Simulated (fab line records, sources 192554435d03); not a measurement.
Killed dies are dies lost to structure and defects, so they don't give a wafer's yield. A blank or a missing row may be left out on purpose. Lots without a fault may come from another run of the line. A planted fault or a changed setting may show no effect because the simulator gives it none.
Problem report in the 8D (eight disciplines) form, filled by code | flow n5_finfet | the parts of the form that need people (team, actions taken, sign-off) are left out

1. THE PROBLEM
susceptor_temp_C at N5_FIN_SAQP_SPACER1_ALD_24 reads a mean of 317.11 C on 6 wafers of 2 lots; wafers without a fault read 299.97 C with a standard deviation of 0.22. That is +78 standard deviations from the usual mean.
The step: deposits SiO2, target thk 20.3 nm, pulse time 1 s, purge time 2 s.
First seen on wafer L741.4, day 6 00:16, on ald_sin-04. The record holds 29 wafers of 11 lots with a number at this step. Rule for "out", or "out of limits": more than 4 standard deviations from the usual mean. The other wafers with a number count as sound.

2. WHAT IT IS AND WHAT IT IS NOT
question                    | is                     | is not
which readings at this step | susceptor_temp_C       | heater_power_w, precursor_pulse_height_rel
which lots                  | L741, L745             | L729, L733, L734, L735, L736, L739, L740, L742, L748
which wafers of those lots  | all that have a number | -
read on which tools         | ald_sin-04             | ald_sin-01, ald_sin-03
when                        | from day 6 00:16       | up to then (18 sound wafers); but 5 sound wafers of L742, L748 came after

3. SUSPECTS, AND WHAT RULES EACH OUT
Counting: a tool at a process step up to the reading stays a suspect if it ran every lot that is out and no sound lot after the first of them.
- ald_sin-04 at N5_FIN_SAQP_SPACER1_ALD_24 (deposits SiO2, target thk 20.3 nm, pulse time 1 s, purge time 2 s): kept. It ran every lot that is out, first L741 (day 6 00:16), and no sound lot after that; its last sound lot up to then is L736 (day 4 17:49). Its own readings are out on those wafers: susceptor_temp_C.
Left after counting: ald_sin-04 at N5_FIN_SAQP_SPACER1_ALD_24.

4. THE CAUSE (what the simulator had put in)
Process parameter drift: ald_sin-04, from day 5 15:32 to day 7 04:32, at N5_FIN_SAQP_SPACER1_ALD_24. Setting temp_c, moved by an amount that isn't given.
Counting left only this tool.

5. THE CHAIN OF EFFECTS, in route order
Each row: a reading whose mean over the struck wafers that have a number lies more than 3 standard deviations from the usual. Only readings for which the record gives a usual standard deviation are gone through. hours: the time from each lot's start at the first step in this table that gives one to its start at this step, as a median over the lots. sigmas: the change in usual standard deviations.
hours | step                       | reading          | usual    | on struck wafers | change | sigmas
0     | N5_FIN_SAQP_SPACER1_ALD_24 | susceptor_temp_C | 299.97 C | 317.11           | +17.14 | +78
The process steps in it:
- N5_FIN_SAQP_SPACER1_ALD_24: deposits SiO2, target thk 20.3 nm, pulse time 1 s, purge time 2 s.
Later measuring or inspecting steps at which every struck wafer that the step has a row for has a number for every such reading, and none has moved that far: N5_BEOL_M4_RC_MEAS_101.

6. WHAT WOULD HAVE CAUGHT IT SOONER
In this record the first reading out of limits was taken at day 6 00:16, 9 hours after the fault began at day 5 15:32.
